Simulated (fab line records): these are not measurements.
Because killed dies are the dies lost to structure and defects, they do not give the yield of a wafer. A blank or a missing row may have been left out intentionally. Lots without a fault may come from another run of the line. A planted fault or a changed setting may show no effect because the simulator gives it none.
Chamber matching + flow n5_finfet + pecvd-01 running N5_BEOL_M8_ILD_DEP_00: 3 sister chambers
The step deposits SiCOH lowk from DEMS/porogen, target thk 179.75 nm, time 33.4 s. 3 wafers are shown with their chamber, then 11 later ones without.

## WAFERS WITH THEIR CHAMBER
| wafer  | chamber | throttle_valve_pct (%) |
|--------|---------|------------------------|
| L091.4 | 2       | 13.3                   |
| L091.6 | 0       | 14.6                   |
| L090.1 | 1       | 13.7                   |

## WAFERS WHOSE CHAMBER IS MISSING
| wafer  | throttle_valve_pct (%) |
|--------|------------------------|
| L090.2 | 13.3                   |
| L090.5 | 13.7                   |
| L092.2 | 13.2                   |
| L092.3 | 13.5                   |
| L092.6 | 13.2                   |
| L094.1 | 13.0                   |
| L094.4 | 13.7                   |
| L094.6 | 13.2                   |
| L096.1 | 13.6                   |
| L096.4 | 13.4                   |
| L096.5 | 13.8                   |

## THE CHAMBER EACH PASSED THROUGH
| wafer  | from the rows above     | in truth |
|--------|-------------------------|----------|
| L090.2 | 2                       | 2        |
| L090.5 | 1                       | 1        |
| L092.2 | 2                       | 2        |
| L092.3 | can't be placed: 1 or 2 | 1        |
| L092.6 | 2                       | 2        |
| L094.1 | 2                       | 2        |
| L094.4 | 1                       | 1        |
| L094.6 | 2                       | 2        |
| L096.1 | can't be placed: 1 or 2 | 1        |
| L096.4 | can't be placed: 2 or 1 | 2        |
| L096.5 | 1                       | 1        |
Correct placement for 8 of the 11. Can't be placed from these rows: 3 (the true chamber is among the candidates in 3). Placed wrongly: 0.
How it was worked out, from the rows above alone: a wafer's distance from a chamber is the root of the sum, over the readings, of the square of ((its reading less the chamber's mean) divided by the reading's scatter). If the next closest chamber is less than 2 further off than the closest, the wafer can't be placed; otherwise it belongs to the closest. The mean given for a chamber averages the wafers shown for that chamber. The scatter: root of mean squared gap, hidden wafer to nearest shown wafer, with one shown wafer a chamber.
